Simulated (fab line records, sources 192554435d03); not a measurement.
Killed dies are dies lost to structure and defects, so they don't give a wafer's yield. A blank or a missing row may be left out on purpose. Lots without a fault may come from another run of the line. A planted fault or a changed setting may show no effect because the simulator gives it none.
Which tool did it? | flow n5_finfet | 24 lots, 72 wafers sampled, at 4 steps of a route of 1938

WHAT THE GAUGES READ, wafer by wafer
N5_FIN_SAQP_INSPECT_18: inspects for defects (brightfield).
lot  | measured    | on                | raw_defect_count
L074 | day 1 22:56 | defect_inspect-01 | 281 232 415
L075 | day 2 03:34 | defect_inspect-01 | 699 679 609
L076 | day 2 09:45 | defect_inspect-02 | 619 408 461
L077 | day 2 15:21 | defect_inspect-02 | 251 330 186
L078 | day 2 21:55 | defect_inspect-01 | 509 335 711
L079 | day 3 03:19 | defect_inspect-02 | 329 448 297
L080 | day 3 09:50 | defect_inspect-01 | 363 260 224
L081 | day 3 16:27 | defect_inspect-02 | 363 353 455
L082 | day 3 22:04 | defect_inspect-02 | 393 481 436
L083 | day 4 04:47 | defect_inspect-01 | 285 434 313
L084 | day 4 10:52 | defect_inspect-02 | 458 406 452
L085 | day 4 16:19 | defect_inspect-01 | 510 586 492
L086 | day 5 00:43 | defect_inspect-02 | 458 500 411
L087 | day 5 06:21 | defect_inspect-01 | 485 468 433
L088 | day 5 09:32 | defect_inspect-01 | 376 411 375
L089 | day 5 16:13 | defect_inspect-01 | 346 389 614
L090 | day 5 22:22 | defect_inspect-02 | 535 367 468
L091 | day 6 04:02 | defect_inspect-02 | 392 197 317
L092 | day 6 09:35 | defect_inspect-01 | 404 476 332
L093 | day 6 15:40 | defect_inspect-02 | 725 603 708
L094 | day 6 21:53 | defect_inspect-01 | 456 528 455
L095 | day 7 04:22 | defect_inspect-01 | 392 667 430
L096 | day 7 10:28 | defect_inspect-01 | 395 425 347
L097 | day 7 15:40 | defect_inspect-01 | 345 356 318

N5_FIN_SAQP_CD_MEAS_27: target cd 20 nm.
lot  | measured    | on        | cd_nm (nm)
L074 | day 2 02:04 | cd_sem-01 | 19.95 20.37 20.64
L075 | day 2 05:52 | cd_sem-03 | 20.49 20.14 20.54
L076 | day 2 11:56 | cd_sem-01 | 20.07 20.18 20.12
L077 | day 2 17:29 | cd_sem-03 | 20.21 20.52 20.34
L078 | day 2 23:57 | cd_sem-01 | 20.45 20.23 20.16
L079 | day 3 05:40 | cd_sem-03 | 20.47 20.22 20.04
L080 | day 3 11:53 | cd_sem-03 | 19.87 20.66 20.13
L081 | day 3 18:32 | cd_sem-02 | 20.43 20.72 20.39
L082 | day 4 02:01 | cd_sem-03 | 20.68 20.63 20.47
L083 | day 4 07:03 | cd_sem-02 | 20.10 20.31 20.54
L084 | day 4 14:36 | cd_sem-02 | 20.25 20.03 19.56
L085 | day 4 21:25 | cd_sem-03 | 20.57 19.95 20.44
L086 | day 5 05:46 | cd_sem-01 | 20.00 20.24 20.47
L087 | day 5 08:40 | cd_sem-03 | 20.23 20.47 20.49
L088 | day 5 11:40 | cd_sem-03 | 20.43 19.89 20.30
L089 | day 5 18:32 | cd_sem-01 | 20.17 20.09 20.14
L090 | day 6 00:28 | cd_sem-03 | 20.41 20.48 20.23
L091 | day 6 06:05 | cd_sem-02 | 20.36 20.38 20.61
L092 | day 6 12:00 | cd_sem-03 | 19.88 20.33 20.34
L093 | day 6 17:43 | cd_sem-03 | 20.40 19.92 20.42
L094 | day 7 00:40 | cd_sem-02 | 20.38 20.04 20.37
L095 | day 7 06:55 | cd_sem-03 | 20.13 20.44 20.69
L096 | day 7 12:42 | cd_sem-01 | 19.85 20.27 20.51
L097 | day 7 18:23 | cd_sem-02 | 20.25 20.51 20.80

WHICH TOOL RAN EACH LOT (tool, then ch and the chambers of the sampled wafers, then the start)
lot  | N5_FIN_SAQP_HM_DEP_72          | N5_FIN_SAQP_ETCH_51
L074 | pecvd-04 ch 0,2, day 1 22:25   | rie_diel-01 ch 0,2,3, day 1 23:00
L075 | pecvd-02 ch 0,1,2, day 2 03:04 | rie_diel-01 ch 1,3, day 2 03:38
L076 | pecvd-04 ch 0,1,2, day 2 09:14 | rie_diel-01 ch 0,1,3, day 2 09:49
L077 | pecvd-04 ch 0,1,2, day 2 14:50 | rie_diel-04 ch 0,2, day 2 15:28
L078 | pecvd-02 ch 0,1, day 2 21:25   | rie_diel-01 ch 1,3, day 2 21:59
L079 | pecvd-02 ch 0,1,2, day 3 02:56 | rie_diel-04 ch 2,3, day 3 03:23
L080 | pecvd-01 ch 0,2, day 3 09:20   | rie_diel-04 ch 1,3, day 3 09:55
L081 | pecvd-04 ch 0,2, day 3 15:56   | rie_diel-05 ch 0,1,3, day 3 16:31
L082 | pecvd-02 ch 1,2, day 3 21:32   | rie_diel-01 ch 0,1, day 3 22:22
L083 | pecvd-04 ch 1,2, day 4 04:15   | rie_diel-05 ch 0,2,3, day 4 04:52
L084 | pecvd-04 ch 1,2, day 4 10:20   | rie_diel-04 ch 1,3, day 4 11:22
L085 | pecvd-01 ch 0,2, day 4 15:46   | rie_diel-04 ch 1,3, day 4 16:23
L086 | pecvd-02 ch 0,1,2, day 5 00:13 | rie_diel-01 ch 2,3, day 5 00:47
L087 | pecvd-01 ch 0,1,2, day 5 05:50 | rie_diel-01 ch 0,3, day 5 06:34
L088 | pecvd-01 ch 0,1, day 5 09:02   | rie_diel-05 ch 1,2, day 5 09:41
L089 | pecvd-01 ch 0,1,2, day 5 15:50 | rie_diel-04 ch 2,3, day 5 16:17
L090 | pecvd-02 ch 0,1,2, day 5 21:51 | rie_diel-04 ch 0,1,3, day 5 22:26
L091 | pecvd-04 ch 0,1, day 6 03:31   | rie_diel-04 ch 0,2, day 6 04:06
L092 | pecvd-04 ch 1,2, day 6 09:12   | rie_diel-01 ch 0,2,3, day 6 09:48
L093 | pecvd-02 ch 0,1,2, day 6 15:10 | rie_diel-01 ch 0,1, day 6 15:44
L094 | pecvd-04 ch 0,1,2, day 6 21:22 | rie_diel-01 ch 0,1,3, day 6 22:02
L095 | pecvd-04 ch 0,1, day 7 03:59   | rie_diel-05 ch 0,2,3, day 7 04:46
L096 | pecvd-04 ch 0,1, day 7 09:57   | rie_diel-05 ch 1,2, day 7 10:31
L097 | pecvd-01 ch 1,2, day 7 15:16   | rie_diel-04 ch 1,2,3, day 7 16:02
- N5_FIN_SAQP_HM_DEP_72: deposits SiO2 from SiH4/N2O, target thk 12 nm, time 7.2 s.
- N5_FIN_SAQP_ETCH_51: etches SiARC in CF4, target depth 45.5 nm, time 75.8 s.

WHAT THE TOOLS THEMSELVES READ (means of the sampled wafers that have a number; where no wafer has one, the mark that the record gives instead)
N5_FIN_SAQP_HM_DEP_72.
lot  | tool     | heater_power_w (W) | rf_fwd_power_W (W) | showerhead_plenum_p_Torr (Torr)
L074 | pecvd-04 | 957                | 272.7              | 8.09
L075 | pecvd-02 | 780                | 272.4              | 8.13
L076 | pecvd-04 | 926                | 273.3              | 8.05
L077 | pecvd-04 | 916                | 272.4              | 8.05
L078 | pecvd-02 | 805                | 272.8              | 8.06
L079 | pecvd-02 | 761                | 273.0              | 8.13
L080 | pecvd-01 | 648                | 272.0              | 8.20
L081 | pecvd-04 | 928                | 273.0              | 8.15
L082 | pecvd-02 | 778                | 272.5              | 8.15
L083 | pecvd-04 | 956                | 272.3              | 8.11
L084 | pecvd-04 | 919                | 271.8              | 8.10
L085 | pecvd-01 | 639                | 272.6              | 8.14
L086 | pecvd-02 | 793                | 272.5              | 8.13
L087 | pecvd-01 | 702                | 271.8              | 8.25
L088 | pecvd-01 | 688                | 272.4              | 8.20
L089 | pecvd-01 | 746                | 271.8              | 8.25
L090 | pecvd-02 | 807                | 272.7              | 8.14
L091 | pecvd-04 | 883                | 272.9              | 7.93
L092 | pecvd-04 | 863                | 272.1              | 8.00
L093 | pecvd-02 | 782                | 273.2              | 8.13
L094 | pecvd-04 | 920                | 272.4              | 8.04
L095 | pecvd-04 | 875                | 273.5              | 7.94
L096 | pecvd-04 | 977                | 273.0              | 7.98
L097 | pecvd-01 | 641                | 272.6              | 8.29

N5_FIN_SAQP_ETCH_51.
lot  | tool        | drypump_motor_current_A (A) | etch_rf_on_time_s (s) | oes_product_au (a.u.) | rf_fwd_power_W (W) | rf_vpp_V (V) | showerhead_plenum_p_Torr (Torr) | throttle_valve_pct (%)
L074 | rie_diel-01 | 6.0                         | 77.8                  | 0.69                  | 537.2              | 184.5        | 2.19                            | 15.37
L075 | rie_diel-01 | 6.1                         | 76.5                  | 0.62                  | 538.0              | 184.9        | 2.13                            | 15.65
L076 | rie_diel-01 | 6.2                         | 76.5                  | 0.68                  | 538.3              | 185.3        | 2.18                            | 15.51
L077 | rie_diel-04 | 5.3                         | 74.3                  | 0.65                  | 538.3              | 183.9        | 2.13                            | 15.69
L078 | rie_diel-01 | 6.1                         | 76.5                  | 0.62                  | 538.8              | 183.7        | 2.13                            | 15.66
L079 | rie_diel-04 | 5.7                         | 73.8                  | 0.69                  | 536.9              | 184.3        | 2.19                            | 15.50
L080 | rie_diel-04 | 5.9                         | 72.5                  | 0.71                  | 539.3              | 184.2        | 2.20                            | 15.57
L081 | rie_diel-05 | 6.2                         | 74.4                  | 0.65                  | 538.9              | 182.9        | 2.10                            | 15.61
L082 | rie_diel-01 | 6.0                         | 76.2                  | 0.64                  | 540.7              | 184.3        | 2.18                            | 15.70
L083 | rie_diel-05 | 6.1                         | 74.7                  | 0.72                  | 540.5              | 184.2        | 2.16                            | 15.40
L084 | rie_diel-04 | 6.1                         | 76.0                  | 0.75                  | 538.6              | 185.9        | 2.19                            | 15.52
L085 | rie_diel-04 | 5.9                         | 73.4                  | 0.69                  | 537.4              | 184.8        | 2.20                            | 15.59
L086 | rie_diel-01 | 5.8                         | 77.6                  | 0.64                  | 536.5              | 184.5        | 2.14                            | 15.41
L087 | rie_diel-01 | 6.4                         | 79.7                  | 0.66                  | 536.4              | 184.9        | 2.18                            | 15.36
L088 | rie_diel-05 | 5.9                         | 76.7                  | 0.72                  | 540.3              | 183.9        | 2.14                            | 15.56
L089 | rie_diel-04 | 5.7                         | 74.0                  | 0.68                  | 536.3              | 184.5        | 2.18                            | 15.52
L090 | rie_diel-04 | 5.7                         | 73.8                  | 0.67                  | 537.8              | 184.2        | 2.16                            | 15.68
L091 | rie_diel-04 | 5.3                         | 74.9                  | 0.63                  | 537.8              | 184.2        | 2.13                            | 15.74
L092 | rie_diel-01 | 6.0                         | 78.0                  | 0.67                  | 538.2              | 185.0        | 2.18                            | 15.42
L093 | rie_diel-01 | 6.1                         | 76.8                  | 0.67                  | 542.1              | 185.1        | 2.22                            | 15.59
L094 | rie_diel-01 | 6.2                         | 78.5                  | 0.64                  | 541.7              | 184.0        | 2.17                            | 15.56
L095 | rie_diel-05 | 6.1                         | 74.2                  | 0.76                  | 539.5              | 185.7        | 2.23                            | 15.29
L096 | rie_diel-05 | 6.1                         | 74.8                  | 0.80                  | 539.2              | 184.3        | 2.25                            | 15.51
L097 | rie_diel-04 | 5.9                         | 73.9                  | 0.69                  | 538.3              | 184.5        | 2.18                            | 15.56

THE ANSWER, worked out from the rows above alone
Rule: what is usual is taken from the lots themselves. Put in order of their means at a reading, lots are off if they are a third of the lots or fewer, leave a main group of 4 or more, and stand apart from it by a gap of 3 or more times the standard deviation of the main group's means; of several such gaps the widest counts. A main group whose means are all the same, to the digits that the tables above print for the reading, isn't used. A lot without any number at a reading at which 4 lots or more have one is off too. The other lots that the step has rows for count as sound. The gauges are gone through in route order, then the tools' own readings, and for those a lot's mean is taken as printed above. The first step at which some lot is off is used, and at that step the reading that is off furthest; a lot without a number counts as furthest.
No lot is off at any reading shown: from this, nothing can be told.

WHAT THE SIMULATOR HAD PUT IN
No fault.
